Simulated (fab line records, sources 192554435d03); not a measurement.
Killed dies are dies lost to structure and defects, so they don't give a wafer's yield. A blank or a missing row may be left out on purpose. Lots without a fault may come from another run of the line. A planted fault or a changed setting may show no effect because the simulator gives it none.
Split-lot experiment | flow n5_finfet | 7 lots, 39 wafers read, on a route of 1938 steps

THE SPLIT
At N5_WELL_APT_EXPOSE_22 (exposes mask PWELL, defocus 0 nm, target cd 200 nm), the setting dose_mj was moved away from the recipe's 23.2 on 12 of the 39 wafers read, by -6.2% to +6.1%. The other wafers ran this setting at the recipe's value.

FROM THE SPLIT TO THE READING: what the file shows between them, 3 steps
- N5_WELL_APT_PEB_23: peb time 90 s
- N5_WELL_APT_DEVELOP_24: develop time 45 s
- N5_WELL_APT_HARDBAKE_29: time 120 s

THE READING
cd_nm, in nm, at N5_WELL_APT_CD_MEAS_25 (target cd 200 nm). Fault-free wafers of this fab line usually give 200.6 nm, standard deviation 2.8 nm.

wafer  | tool, chamber at the split | dose_mj as run | against the recipe | cd_nm, nm | against lot-mates on the recipe
L074.1 | krf_scanner-01, 0          | 23.2           | recipe             | 198.4     | -
L074.2 | krf_scanner-01, 0          | 23.2           | recipe             | 199.3     | -
L074.3 | krf_scanner-01, 0          | 23.2           | recipe             | 198.5     | -
L074.4 | krf_scanner-01, 0          | 23.2           | recipe             | 197.0     | -
L074.5 | krf_scanner-01, 0          | 23.2           | recipe             | 197.7     | -
L074.6 | krf_scanner-01, 0          | 23.2           | recipe             | 197.1     | -
L083.1 | krf_scanner-02, 0          | 23.2           | recipe             | 197.5     | -
L083.2 | krf_scanner-02, 0          | 23.2           | recipe             | 196.8     | -
L083.3 | krf_scanner-02, 0          | 24.61          | +6.1%              | 212.1     | +14.0
L083.4 | krf_scanner-02, 0          | 23.2           | recipe             | 200.1     | -
L083.5 | krf_scanner-02, 0          | 24.61          | +6.1%              | 209.9     | +11.8
L083.6 | krf_scanner-02, 0          | 24.61          | +6.1%              | 212.2     | +14.1
L087.1 | krf_scanner-01, 0          | 23.2           | recipe             | 200.0     | -
L087.2 | krf_scanner-01, 0          | 23.2           | recipe             | 202.1     | -
L087.3 | krf_scanner-01, 0          | 23.2           | recipe             | 202.9     | -
L087.4 | krf_scanner-01, 0          | 23.2           | recipe             | 199.4     | -
L087.5 | krf_scanner-01, 0          | 23.2           | recipe             | 202.4     | -
L087.6 | krf_scanner-01, 0          | 23.2           | recipe             | 202.1     | -
L092.1 | krf_scanner-02, 0          | 23.2           | recipe             | 198.2     | -
L092.2 | krf_scanner-02, 0          | 24             | +3.4%              | 208.4     | +10.5
L092.3 | krf_scanner-02, 0          | 23.2           | recipe             | 197.8     | -
L092.4 | krf_scanner-02, 0          | 24             | +3.4%              | 204.7     | +6.8
L092.5 | krf_scanner-02, 0          | 24             | +3.4%              | 204.2     | +6.3
L092.6 | krf_scanner-02, 0          | 23.2           | recipe             | 197.6     | -
L093.1 | krf_scanner-02, 0          | 23.97          | +3.3%              | 204.9     | +3.1
L093.2 | krf_scanner-02, 0          | 23.2           | recipe             | 203.2     | -
L093.3 | krf_scanner-02, 0          | 23.2           | recipe             | 201.4     | -
L093.4 | krf_scanner-02, 0          | 23.97          | +3.3%              | 206.8     | +5.0
L093.5 | krf_scanner-02, 0          | 23.2           | recipe             | 200.7     | -
L093.6 | krf_scanner-02, 0          | 23.97          | +3.3%              | 205.0     | +3.2
L094.1 | krf_scanner-01, 0          | 21.77          | -6.2%              | 191.4     | -12.1
L094.2 | krf_scanner-01, 0          | 23.2           | recipe             | 203.7     | -
L094.3 | krf_scanner-01, 0          | 21.77          | -6.2%              | 189.2     | -14.3
L094.4 | krf_scanner-01, 0          | 23.2           | recipe             | 204.0     | -
L094.5 | krf_scanner-01, 0          | 23.2           | recipe             | 202.8     | -
L094.6 | krf_scanner-01, 0          | 21.77          | -6.2%              | 193.7     | -9.8
L097.2 | krf_scanner-02, 0          | 23.2           | recipe             | 199.1     | -
L097.3 | krf_scanner-02, 0          | 23.2           | recipe             | 196.5     | -
L097.6 | krf_scanner-02, 0          | 23.2           | recipe             | 198.4     | -

THE FIT
A straight line over all 39 wafers: cd_nm changes by +1.63 nm for each +1% of dose_mj; r = +0.90; the points scatter about the line by 2.2 nm.
The same after taking each lot's own level away (the mean of its wafers on the recipe; 39 wafers): +1.99 nm for each +1%; r = +0.96; scatter 1.5 nm.
On that fit, the largest move of dose_mj shifts the reading by 12 nm.
The lots' own levels span 197.87 to 203.50 nm, that is 2.0 times the standard deviation above.
So the lot-to-lot level changes the slope: the two fits differ.
Check: with one of the wafers moved furthest among these (-6.2%) left out of the fit, the line predicts -12.4 nm for it against its lot-mates. It came out at -12.1 nm against them.

THE WHOLE CHAIN: every reading that the file lists as answering this split, in the file's order
step                   | what it does             | reading                                                         | change (the file's fit)              | r (the file's)
N5_WELL_APT_CD_MEAS_25 | target cd 200 nm         | cd_nm                                                           | +1.99 nm for each +1% of the setting | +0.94
N5_WELL_APT_DESCUM_30  | chemistry O2, time 7.9 s | WELL_APT.cd_nm (the simulator's own value, which no gauge read) | +1.95 nm for each +1% of the setting | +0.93

THE FILE'S OWN FIT
cd_nm changes by +1.99 nm for each +1% of dose_mj, r = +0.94.
